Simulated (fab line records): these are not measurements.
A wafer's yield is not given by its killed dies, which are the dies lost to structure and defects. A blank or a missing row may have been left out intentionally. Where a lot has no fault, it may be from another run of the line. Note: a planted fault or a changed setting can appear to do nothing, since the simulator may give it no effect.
Chamber matching / flow n5-finfet / rie-diel-05 running N5_BEOL_M8_ETCH_72: 4 sister chambers
The step etches underlayer in N2/H2, target depth 6.5 nm, time 5.2 s. 8 wafers are shown with their chamber, then 10 later ones without.

WAFERS WITH THEIR CHAMBER
wafer=L076.3; chamber=1; showerhead-plenum-p-Torr (Torr)=2.64; throttle-valve-pct (%)=18.04
wafer=L079.2; chamber=3; showerhead-plenum-p-Torr (Torr)=2.46; throttle-valve-pct (%)=17.71
wafer=L085.5; chamber=3; showerhead-plenum-p-Torr (Torr)=2.45; throttle-valve-pct (%)=17.70
wafer=L089.3; chamber=1; showerhead-plenum-p-Torr (Torr)=2.63; throttle-valve-pct (%)=18.07
wafer=L091.2; chamber=0; showerhead-plenum-p-Torr (Torr)=2.67; throttle-valve-pct (%)=17.52
wafer=L091.6; chamber=2; showerhead-plenum-p-Torr (Torr)=2.55; throttle-valve-pct (%)=17.81
wafer=L095.1; chamber=0; showerhead-plenum-p-Torr (Torr)=2.67; throttle-valve-pct (%)=17.51
wafer=L095.4; chamber=2; showerhead-plenum-p-Torr (Torr)=2.55; throttle-valve-pct (%)=17.80

WAFERS WHOSE CHAMBER IS MISSING
wafer=L095.5; showerhead-plenum-p-Torr (Torr)=2.62; throttle-valve-pct (%)=18.09
wafer=L093.3; showerhead-plenum-p-Torr (Torr)=2.55; throttle-valve-pct (%)=17.79
wafer=L093.4; showerhead-plenum-p-Torr (Torr)=2.67; throttle-valve-pct (%)=17.52
wafer=L093.6; showerhead-plenum-p-Torr (Torr)=2.62; throttle-valve-pct (%)=18.11
wafer=L094.1; showerhead-plenum-p-Torr (Torr)=2.62; throttle-valve-pct (%)=18.11
wafer=L094.4; showerhead-plenum-p-Torr (Torr)=2.44; throttle-valve-pct (%)=17.74
wafer=L094.6; showerhead-plenum-p-Torr (Torr)=2.44; throttle-valve-pct (%)=17.75
wafer=L096.3; showerhead-plenum-p-Torr (Torr)=2.67; throttle-valve-pct (%)=17.53
wafer=L096.4; showerhead-plenum-p-Torr (Torr)=2.55; throttle-valve-pct (%)=17.82
wafer=L096.6; showerhead-plenum-p-Torr (Torr)=2.55; throttle-valve-pct (%)=17.78

EACH ONE'S CHAMBER
wafer=L095.5; from the rows above=1; in truth=1
wafer=L093.3; from the rows above=2; in truth=2
wafer=L093.4; from the rows above=0; in truth=0
wafer=L093.6; from the rows above=1; in truth=1
wafer=L094.1; from the rows above=1; in truth=1
wafer=L094.4; from the rows above=3; in truth=3
wafer=L094.6; from the rows above=3; in truth=3
wafer=L096.3; from the rows above=0; in truth=0
wafer=L096.4; from the rows above=2; in truth=2
wafer=L096.6; from the rows above=2; in truth=2
Placed correctly: 10 of 10. From these rows, 0 cannot be placed. Wrongly placed: 0.
How it was worked out, from the rows above alone: a wafer's distance from a chamber is the root of the sum, over the readings, of the square of ((its reading less the chamber's mean) divided by the reading's scatter). If the next closest chamber is less than 2 further off than the closest, the wafer can't be placed; otherwise it belongs to the closest. For every chamber, the mean is computed from those of its wafers that are shown. The scatter is the square root of a quotient: the sum, over the shown wafers, of each reading's squared deviation from its chamber's mean, divided by wafers minus chambers.
